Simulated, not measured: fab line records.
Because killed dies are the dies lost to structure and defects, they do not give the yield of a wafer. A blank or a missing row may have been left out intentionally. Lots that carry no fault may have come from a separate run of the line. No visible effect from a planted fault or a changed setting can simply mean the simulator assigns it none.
Matching of chambers    flow n5_finfet    4 sister chambers for N5_BEOL_M6_CMP_52 on cmp-02
The step polishes, stops on SiCOH lowk, t overpolish 6.9 s, target thk 80 nm. 7 wafers are shown with their chamber, then 11 later ones without.

## EACH WAFER AND ITS CHAMBER
wafer   chamber  motor_current_A (A)  time_to_endpoint_s (s)
L084.2  1        6.1                  68
L087.1  3        5.4                  62
L087.2  0        6.8                  59
L087.5  3        5.3                  60
L088.4  0        6.5                  60
L088.6  2        7.5                  70
L093.1  2        7.1                  69

## WAFERS WHOSE CHAMBER IS MISSING
wafer   motor_current_A (A)  time_to_endpoint_s (s)
L093.3  6.7                  62
L093.4  6.3                  67
L095.1  5.6                  65
L095.2  7.4                  71
L095.3  6.6                  60
L095.4  6.5                  64
L095.5  6.5                  60
L095.6  5.4                  65
L094.2  6.4                  65
L094.3  5.7                  65
L094.6  6.7                  61

## THE CHAMBER EACH PASSED THROUGH
wafer   from the rows above           in truth
L093.3  0                             0
L093.4  1                             1
L095.1  can't be placed: 1 or 3       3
L095.2  2                             2
L095.3  0                             0
L095.4  can't be placed: 1 or 0 or 3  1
L095.5  0                             0
L095.6  can't be placed: 3 or 1       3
L094.2  1                             1
L094.3  can't be placed: 1 or 3       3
L094.6  0                             0
7 of 11 placed correctly. Not placeable from these rows: 4 (in 4, the candidates include the true chamber). Placed wrongly: 0.
How it was worked out, from the rows above alone: a wafer's distance from a chamber is the root of the sum, over the readings, of the square of ((its reading less the chamber's mean) divided by the reading's scatter). The wafer belongs to the nearest chamber; if the next one is less than 2 further off, it can't be placed. Each chamber's mean is taken over the wafers shown for it. How the scatter is found: for the shown wafers, subtract from each reading the mean of its chamber, square and add these, divide the total by (wafers less chambers), then take the root.
